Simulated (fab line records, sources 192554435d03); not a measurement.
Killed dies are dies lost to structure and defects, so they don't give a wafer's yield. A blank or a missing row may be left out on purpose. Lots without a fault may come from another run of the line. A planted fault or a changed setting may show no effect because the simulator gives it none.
Chamber matching | flow n5_finfet | N5_SDB_DESCUM_16 on rie_diel-02: 4 sister chambers
The step chemistry O2, time 7.9 s. 18 wafers are shown with their chamber, then 9 later ones without.

WAFERS WITH THEIR CHAMBER
wafer  | chamber | showerhead_plenum_p_Torr (Torr) | drypump_motor_current_A (A) | oes_product_au (a.u.)
L078.2 | 3       | 2.21                            | 5.4                         | 0.80
L078.5 | 3       | 2.21                            | 5.4                         | 0.81
L078.6 | 1       | 2.05                            | 5.0                         | 0.92
L080.2 | 1       | 2.04                            | 5.0                         | 0.91
L080.5 | 0       | 2.08                            | 5.4                         | 0.73
L080.6 | 3       | 2.21                            | 5.4                         | 0.80
L082.1 | 3       | 2.21                            | 5.4                         | 0.79
L082.3 | 2       | 2.05                            | 5.1                         | 0.95
L082.5 | 0       | 2.08                            | 5.4                         | 0.74
L087.1 | 1       | 2.04                            | 5.0                         | 0.88
L087.2 | 2       | 2.05                            | 5.2                         | 0.94
L087.3 | 0       | 2.08                            | 5.4                         | 0.74
L087.4 | 3       | 2.20                            | 5.4                         | 0.79
L087.5 | 2       | 2.05                            | 5.1                         | 0.93
L087.6 | 1       | 2.04                            | 5.0                         | 0.88
L091.1 | 0       | 2.07                            | 5.4                         | 0.72
L091.2 | 1       | 2.04                            | 5.0                         | 0.86
L091.3 | 3       | 2.20                            | 5.4                         | 0.77

SIGNATURES (means of the wafers above)
reading                  | chamber 0 | chamber 1 | chamber 2 | chamber 3 | scatter within a chamber
showerhead_plenum_p_Torr | 2.0775    | 2.0420    | 2.0500    | 2.2067    | 0.00454
drypump_motor_current_A  | 5.400     | 5.000     | 5.133     | 5.400     | 0.0218
oes_product_au           | 0.7325    | 0.8900    | 0.9400    | 0.7933    | 0.0165
Rule: a wafer's distance from a chamber is the root of the sum, over the readings, of the square of ((its reading less the chamber's mean) divided by the reading's scatter). The wafer belongs to the nearest chamber; if the next one is less than 2 further off, it can't be placed. The scatter: the root of (the sum of the squares of (reading less its chamber's mean) over the shown wafers, divided by (wafers less chambers)).

WAFERS WITHOUT THEIR CHAMBER
wafer  | showerhead_plenum_p_Torr (Torr) | drypump_motor_current_A (A) | oes_product_au (a.u.)
L094.1 | 2.04                            | 5.1                         | 0.90
L094.2 | 2.20                            | 5.4                         | 0.76
L094.3 | 2.07                            | 5.4                         | 0.72
L094.4 | 2.04                            | 5.1                         | 0.86
L094.5 | 2.04                            | 5.1                         | 0.86
L094.6 | 2.04                            | 5.1                         | 0.90
L095.2 | 2.20                            | 5.4                         | 0.77
L095.3 | 2.07                            | 5.4                         | 0.71
L095.4 | 2.03                            | 5.0                         | 0.86

WHICH CHAMBER EACH WENT THROUGH
wafer  | from the rows above     | in truth
L094.1 | can't be placed: 2 or 1 | 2
L094.2 | 3                       | 3
L094.3 | 0                       | 0
L094.4 | can't be placed: 1 or 2 | 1
L094.5 | can't be placed: 1 or 2 | 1
L094.6 | can't be placed: 2 or 1 | 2
L095.2 | 3                       | 3
L095.3 | 0                       | 0
L095.4 | 1                       | 1
Placed correctly: 5 of 9. Can't be placed from these rows: 4 (the true chamber is among the candidates in 4). Placed wrongly: 0.
